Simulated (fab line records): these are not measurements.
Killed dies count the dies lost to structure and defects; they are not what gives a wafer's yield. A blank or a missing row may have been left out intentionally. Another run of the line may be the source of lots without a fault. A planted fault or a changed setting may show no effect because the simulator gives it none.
The same fault as seen by 2 desks :: flow n5 finfet :: each desk holds nothing but its own numbers, with what lay behind them at the end

== FOR THE TOOL OWNER'S DESK: litho track-04 ==
The tool's own readings at N5_BEOL_M8_COAT_22 (resist thk 30 nm): means of the sampled wafers that have a number, for each lot that ran on this tool. A lot is out of limits, marked OUT, if its mean lies more than 4 standard deviations from the usual mean; the brackets give that distance.
Columns: A = spin speed rpm at N5_BEOL_M8_COAT_22, usual 1500.0 rpm
lot: L261
first seen here: day 10 11:05
A: 1500.8

lot: L263
first seen here: day 11 00:01
A: 1499.8

lot: L266
first seen here: day 11 20:08
A: 1498.8

lot: L270
first seen here: day 12 07:02
A: 1412.1 (-73) OUT

lot: L272
first seen here: day 12 14:37
A: 1409.4 (-75) OUT
This desk's verdict: out of limits on L270, L272, starting with L270 at day 12 07:02 (spin speed rpm at N5_BEOL_M8_COAT_22). L261, L263, L266: within limits.

== THE METROLOGY DESK ==
Lot by lot, what the gauges showed, no matter which tool ran the lot: averages of those sampled wafers that carry a number. A lot is out of limits, marked OUT, if its mean lies more than 4 standard deviations from the usual mean; the brackets give that distance.
Columns: A = cd nm at N5_BEOL_M7_CD_MEAS_35, usual 40.2 nm
lot: L259
first seen here: day 9 03:01
A: 40.0

lot: L261
first seen here: day 10 05:46
A: 40.7

lot: L262
first seen here: day 10 09:10
A: 40.0

lot: L263
first seen here: day 10 14:01
A: 40.3

lot: L266
first seen here: day 11 12:10
A: 41.2

lot: L270
first seen here: day 12 03:04
A: 39.9

lot: L272
first seen here: day 12 07:40
A: 41.5

lot: L275
first seen here: day 13 11:40
A: 40.1

lot: L277
first seen here: day 13 21:03
A: 40.5

lot: L276
first seen here: day 14 00:26
A: 40.3

lot: L279
first seen here: day 14 16:03
A: 39.8

lot: L280
first seen here: day 14 20:23
A: 40.6
This desk found nothing out of limits on any of the 12 lots.

== ALL TOGETHER ==
At day 12 07:02, on L270, L272, the tool owner's desk was in a position to raise an alarm.
At the metrology desk, nothing out of limits was observed.
The metrology desk has L270, L272 on record, within its limits.
All the named lots went through N5_BEOL_M8_COAT_22 on litho track-04.

== WHAT HAD BEEN PUT IN BY THE SIMULATOR ==
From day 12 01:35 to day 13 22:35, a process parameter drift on litho track-04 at N5_BEOL_M8_COAT_22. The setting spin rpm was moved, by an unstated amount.
Shown lots that were struck: L270, L272.
Delay in hours, fault start to first out-of-limits reading, by desk: the tool owner's desk at 5.
